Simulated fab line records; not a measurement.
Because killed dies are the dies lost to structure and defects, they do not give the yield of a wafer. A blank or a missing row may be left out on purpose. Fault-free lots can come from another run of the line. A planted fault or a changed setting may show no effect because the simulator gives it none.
Matching of chambers || flow n5_finfet || N5_BEOL_M0_SAQP_ETCH_102 on rie_si-04 has 4 sister chambers
The step etches SiO2 in CF4, target depth 4 nm, time 4.4 s. 4 wafers are shown with their chamber, then 7 later ones without.

== WAFERS, EACH WITH ITS CHAMBER ==
{"wafer": "L181.4", "chamber": 1, "throttle_valve_pct (%)": 21.62}
{"wafer": "L181.5", "chamber": 3, "throttle_valve_pct (%)": 21.53}
{"wafer": "L181.6", "chamber": 0, "throttle_valve_pct (%)": 21.98}
{"wafer": "L184.5", "chamber": 2, "throttle_valve_pct (%)": 21.80}

== WAFERS WHOSE CHAMBER IS MISSING ==
{"wafer": "L184.6", "throttle_valve_pct (%)": 21.54}
{"wafer": "L186.1", "throttle_valve_pct (%)": 22.00}
{"wafer": "L186.4", "throttle_valve_pct (%)": 21.78}
{"wafer": "L186.6", "throttle_valve_pct (%)": 21.56}
{"wafer": "L187.1", "throttle_valve_pct (%)": 21.54}
{"wafer": "L187.3", "throttle_valve_pct (%)": 21.79}
{"wafer": "L187.4", "throttle_valve_pct (%)": 22.00}

== WHICH CHAMBER EACH ONE RAN IN ==
{"wafer": "L184.6", "from the rows above": 3, "in truth": 3}
{"wafer": "L186.1", "from the rows above": 0, "in truth": 0}
{"wafer": "L186.4", "from the rows above": 2, "in truth": 2}
{"wafer": "L186.6", "from the rows above": "can't be placed: 3 or 1", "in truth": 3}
{"wafer": "L187.1", "from the rows above": 3, "in truth": 3}
{"wafer": "L187.3", "from the rows above": 2, "in truth": 2}
{"wafer": "L187.4", "from the rows above": 0, "in truth": 0}
Placed correctly: 6 of 7. From these rows, 1 cannot be placed; in 1 the true chamber is one of the candidates. Number placed wrongly: 0.
How it was worked out, from the rows above alone: a wafer's distance from a chamber is the root of the sum, over the readings, of the square of ((its reading less the chamber's mean) divided by the reading's scatter). If the next closest chamber is less than 2 further off than the closest, the wafer can't be placed; otherwise it belongs to the closest. Each chamber's mean is taken over the wafers shown for it. The scatter: with one shown wafer a chamber, the root of the mean of the squares of how far each hidden wafer lies from its nearest shown one.
